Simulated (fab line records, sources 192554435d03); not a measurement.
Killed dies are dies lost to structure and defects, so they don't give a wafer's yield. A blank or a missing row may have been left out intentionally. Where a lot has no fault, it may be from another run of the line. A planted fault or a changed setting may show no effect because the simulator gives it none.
fab line records    flow n5-finfet    part 2 of 2: steps 22 to 27 of 27
[record] lots = 5  wafers = 15  last-day = 18
route steps=1938 shown BEOL_M11@1551
lots that met no fault: from a run of the same line without faults
start-h: the number of hours between the record's first day and the start of the first shown wafer of the lot    wait-h: time in hours since the lot's previous step    " as in the row above    L1.1+2: a row that stands for several wafers    - no value, or no start given    * or withheld: withheld    < > ~ a bound
route shown NAME@n: a module of which the file shows steps, and the number in the route of the first    usual: mean/standard deviation taken from wafers without a fault    same: alike in all rows    chamber/n: place in a boat    sites: each site's reading    _std_site: the standard deviation of these    _edge_site: mean of outer sites minus mean of inner sites    radius-mm: for every site, how far away it sits from the centre of the wafer    mask NAME#n: copy n    behind: the last tool/chamber to shape the wafer    hold: why the lot was held/for how many hours/how that ended    device: which transistor (n, p or np) failed to switch    end of line: the same wafers' tests at the end of the route    where a step has no rows: the recipe by itself    killed: dies lost to structure and defects at the first sort, not the wafer's yield    map: the dies of a wafer, with x for killed, . for not killed, _ for no die there
set.NAME: setting as actually run; set.NAME@STEP: the setting as run at that earlier step    model.NAME: the simulator's own value behind a step, which no gauge read
lots at some steps of the route; a table a step, a row a wafer
services: from which hour (start-h, from the record's first day; less than 0 if before it) a tool's chamber was out of use, for how many hours, and why
[[steps]]
[step N5_BEOL_M11_ETCH_65]
[recipe] chemistry = CF4  target = SiARC  target-depth-a = 390  mask-material = CAR-ArF  time-s = 65  ion-energy-ev = 80  pressure-mtorr = 40  source-w = 545  bias-w = 36  Ar_flow_sccm = 100  cf4-flow-sccm = 100  ends = cleared
[usual] cf4-flow-sccm = 100.0/0.31  drypump-motor-current-A = 5.7/0.49  etch-rf-on-time-s = 65.8/1.9  oes-product-au = 0.68/0.056  rf-vpp-V = 184.0/1.2  showerhead-plenum-p-Torr = 2.13/0.062  throttle-valve-pct = 15.47/0.21
lot.wafer  tool         chamber  start-h  wait-h  cf4-flow-sccm  drypump-motor-current-A  etch-rf-on-time-s  oes-product-au  rf-hours-counter-h  rf-vpp-V  showerhead-plenum-p-Torr  throttle-valve-pct
L078.1     rie-diel-03  1        266.48   0.0     100.1          6.6                      66.5               0.63            184                 184.3     2.12                      15.70
L078.4     "            0        "        "       100.2          6.0                      64.8               0.69            88                  184.3     2.14                      15.52
L078.6     "            2        "        "       100.0          5.8                      66.3               0.65            -                   183.1     2.14                      15.54
L085.2     rie-diel-01  2        300.90   0.0     99.2           5.2                      65.2               0.72            57                  184.3     2.07                      15.27
L085.4     "            3        "        "       100.5          6.0                      66.0               0.69            87                  183.9     2.18                      15.64
L085.6     "            2        "        "       99.4           5.2                      65.3               0.73            -                   183.1     2.07                      15.27
L089.2     rie-diel-01  2        334.51   0.0     100.2          5.2                      65.3               0.70            68                  181.8     2.07                      15.29
L089.3     "            0        "        "       100.4          5.5                      61.6               0.72            73                  185.2     2.07                      15.36
L089.5     "            3        "        "       100.0          6.1                      64.7               0.68            -                   185.1     2.18                      15.65
L092.3     rie-diel-03  0        349.24   0.0     99.7           6.1                      64.5               0.66            113                 184.0     2.13                      15.58
L092.4     "            3        "        "       100.5          6.5                      66.2               0.70            81                  184.2     2.24                      15.39
L092.6     "            2        "        "       100.4          5.8                      65.7               0.63            -                   183.8     2.13                      15.59
L096.1     rie-diel-01  0        383.42   0.0     100.4          5.5                      60.7               0.71            85                  183.3     2.07                      15.39
L096.2     "            2        "        "       99.8           5.3                      64.6               0.71            83                  183.6     2.07                      15.31
L096.3     "            3        "        "       100.1          6.0                      64.3               0.68            113                 184.5     2.17                      15.69
[step N5_BEOL_M11_ETCH_66]
[recipe] chemistry = N2/H2  target = SOC  target-depth-a = 1200  overetch-a = 240  mask-material = SiARC  temp-c = 40  time-s = 180  ion-energy-ev = 200  pressure-mtorr = 30  source-w = 840  bias-w = 150  n2-flow-sccm = 200  h2-flow-sccm = 200
[usual] drypump-motor-current-A = 5.7/0.48  oes-product-au = 0.65/0.051  rf-vpp-V = 523.6/2.3  showerhead-plenum-p-Torr = 2.52/0.079  throttle-valve-pct = 17.65/0.27
lot.wafer  tool         chamber  start-h  wait-h  drypump-motor-current-A  oes-product-au  rf-hours-counter-h  rf-vpp-V  showerhead-plenum-p-Torr  throttle-valve-pct
L078.1     rie-diel-03  1        266.53   0.0     6.6                      0.60            184                 522.4     2.51                      17.80
L078.4     "            0        "        "       6.0                      0.66            88                  524.8     2.57                      18.06
L078.6     "            2        "        "       5.8                      0.62            -                   523.3     2.56                      17.69
L085.2     rie-diel-01  2        300.95   0.0     5.3                      0.69            57                  521.1     2.44                      17.33
L085.4     "            3        "        "       6.0                      0.65            88                  524.8     2.56                      17.73
L085.6     "            2        "        "       5.3                      0.69            -                   521.9     2.44                      17.33
L089.2     rie-diel-01  2        334.56   0.0     5.3                      0.68            68                  521.8     2.43                      17.35
L089.3     "            0        "        "       5.5                      0.66            73                  521.3     2.45                      17.61
L089.5     "            3        "        "       6.1                      0.65            -                   525.6     2.56                      17.75
L092.3     rie-diel-03  0        349.29   0.0     6.1                      0.63            113                 524.0     2.56                      18.11
L092.4     "            3        "        "       6.5                      0.67            81                  527.1     2.68                      17.69
L092.6     "            2        "        "       5.8                      0.60            -                   522.5     2.54                      17.71
L096.1     rie-diel-01  0        383.47   0.0     5.5                      0.65            85                  521.4     2.45                      17.64
L096.2     "            2        "        "       5.3                      0.67            83                  522.9     2.43                      17.39
L096.3     "            3        "        "       6.0                      0.64            113                 525.0     2.55                      17.79
[step N5_BEOL_M11_STRIP_69]
[recipe] chemistry = N2/H2  temp-c = 40  n2-flow-sccm = 200  h2-flow-sccm = 200  rf-frequency-hz = 6e+07
lot.wafer   tool         chamber  start-h  wait-h
L078.1+4+6  rie-diel-03  1,0,2    266.65   0.1
L085.2+4+6  rie-diel-01  2,3,2    301.07   0.1
L089.2+3+5  rie-diel-01  2,0,3    334.67   0.1
L092.3+4+6  rie-diel-03  0,3,2    349.40   0.1
L096.1+2+3  rie-diel-01  0,2,3    383.58   0.1
[step N5_BEOL_M11_VIA_ETCH_34]
[recipe] chemistry = C4F6/O2  target = SiCOH_lowk  target-depth-a = 1845  mask-material = SOC  taper-deg = 4  time-s = 69.2  ion-energy-ev = 250  pressure-mtorr = 30  source-w = 345  bias-w = 185  Ar_flow_sccm = 300  C4F6_flow_sccm = 10  O2_flow_sccm = 10
[usual] drypump-motor-current-A = 5.7/0.48  oes-product-au = 0.80/0.069  rf-vpp-V = 667/22  showerhead-plenum-p-Torr = 2.84/0.092  throttle-valve-pct = 20.82/0.19
lot.wafer  tool         chamber  start-h  wait-h  drypump-motor-current-A  oes-product-au  rf-hours-counter-h  rf-vpp-V  showerhead-plenum-p-Torr  throttle-valve-pct
L078.1     rie-diel-03  1        266.66   0.0     6.6                      0.74            184                 683       2.80                      20.85
L078.4     "            0        "        "       6.1                      0.81            88                  693       2.85                      20.84
L078.6     "            2        "        "       5.8                      0.76            -                   654       2.87                      20.89
L085.2     rie-diel-01  2        301.08   0.0     5.3                      0.87            57                  682       2.77                      20.68
L085.4     "            3        "        "       6.0                      0.81            88                  631       2.92                      21.10
L085.6     "            2        "        "       5.3                      0.86            -                   681       2.77                      20.69
L089.2     rie-diel-01  2        334.68   0.0     5.3                      0.84            68                  680       2.77                      20.71
L089.3     "            0        "        "       5.5                      0.84            73                  676       2.79                      20.86
L089.5     "            3        "        "       6.0                      0.80            -                   632       2.91                      21.13
L092.3     rie-diel-03  0        349.41   0.0     6.0                      0.78            114                 693       2.83                      20.89
L092.4     "            3        "        "       6.5                      0.82            81                  652       3.02                      20.95
L092.6     "            2        "        "       5.8                      0.74            -                   651       2.86                      20.92
L096.1     rie-diel-01  0        383.59   0.0     5.5                      0.84            85                  675       2.78                      20.88
L096.2     "            2        "        "       5.3                      0.83            83                  680       2.76                      20.71
L096.3     "            3        "        "       6.0                      0.77            113                 630       2.91                      21.16
[step N5_BEOL_M11_STRIP_73]
[recipe] chemistry = C4F6/O2  resist = SiARC  rf-frequency-hz = 6e+07
lot.wafer   tool         chamber  start-h  wait-h
L078.1+4+6  rie-diel-03  1,0,2    266.71   0.0
L085.2+4+6  rie-diel-01  2,3,2    301.13   0.0
L089.2+3+5  rie-diel-01  2,0,3    334.73   0.0
L092.3+4+6  rie-diel-03  0,3,2    349.47   0.0
L096.1+2+3  rie-diel-01  0,2,3    383.64   0.0
[step N5_BEOL_M11_STRIP_36]
[recipe] chemistry = N2/H2  power-w = 450  temp-c = 40  pressure-mtorr = 20  rf-frequency-hz = 6e+07  overash-fraction = 0.3  bias-power-w = 7  h2-frac = 0.5  n2-flow-sccm = 200  h2-flow-sccm = 200
[usual] drypump-motor-current-A = 5.7/0.49  oes-product-au = 0.81/0.072  rf-vpp-V = 59.1/1.9  showerhead-plenum-p-Torr = 2.52/0.079  throttle-valve-pct = 23.4/0.39
[same] overash-fraction = 0.3
lot.wafer  tool         chamber  start-h  wait-h  drypump-motor-current-A  oes-product-au  rf-hours-counter-h  rf-vpp-V  showerhead-plenum-p-Torr  throttle-valve-pct
L078.1     rie-diel-03  1        266.72   0.0     6.6                      0.73            184                 58.6      2.51                      23.4
L078.4     "            0        "        "       6.1                      0.80            88                  60.2      2.57                      24.2
L078.6     "            2        "        "       5.8                      0.76            -                   62.0      2.55                      23.2
L085.2     rie-diel-01  2        301.14   0.0     5.3                      0.86            57                  58.7      2.43                      23.1
L085.4     "            3        "        "       6.0                      0.82            88                  58.9      2.56                      23.6
L085.6     "            2        "        "       5.3                      0.85            -                   60.6      2.43                      23.1
L089.2     rie-diel-01  2        334.74   0.0     5.2                      0.86            68                  59.4      2.43                      23.1
L089.3     "            0        "        "       5.5                      0.83            73                  58.1      2.45                      23.5
L089.5     "            3        "        "       6.1                      0.79            -                   62.1      2.55                      23.6
L092.3     rie-diel-03  0        349.48   0.0     6.0                      0.78            114                 58.3      2.56                      24.3
L092.4     "            3        "        "       6.6                      0.82            81                  57.2      2.67                      23.6
L092.6     "            2        "        "       5.8                      0.74            -                   61.5      2.54                      23.2
L096.1     rie-diel-01  0        383.65   0.0     5.5                      0.84            85                  58.2      2.44                      23.5
L096.2     "            2        "        "       5.3                      0.83            83                  58.3      2.42                      23.2
L096.3     "            3        "        "       6.1                      0.78            113                 61.5      2.55                      23.6
[[services]]
tool             chamber  start-h  hours  kind
arfi-scanner-01  -        243.68   1.3    pm
arfi-scanner-03  -        254.25   1.0    pm
litho-track-04   -        256.17   -      consumable-replace:filter
rie-diel-03      3        256.81   3.9    repair
arfi-scanner-01  -        261.34   3.9    pm
arfi-scanner-03  -        271.90   0.8    pm
arfi-scanner-01  -        273.38   1.0    pm
rie-metal-03     0        277.46   1.2    repair
rie-metal-02     0        281.18   8.2    repair
rie-metal-01     -        282.30   2.8    pm
arfi-scanner-01  -        286.63   0.8    pm
arfi-scanner-01  -        294.25   1.0    pm
rie-metal-01     1        313.16   2.2    repair
arfi-scanner-03  -        317.29   1.3    pm
rie-diel-01      0        339.95   5.7    repair
rie-metal-02     -        342.30   1.0    repair
rie-metal-02     -        349.32   1.4    pm
rie-diel-05      3        352.23   -      clean
rie-diel-01      -        359.56   0.5    repair
arfi-scanner-01  -        369.18   1.3    pm
litho-track-02   -        369.43   -      consumable-replace:filter
arfi-scanner-01  -        371.60   1.0    pm
rie-metal-03     -        378.13   2.1    repair
rie-diel-01      -        382.50   0.2    repair
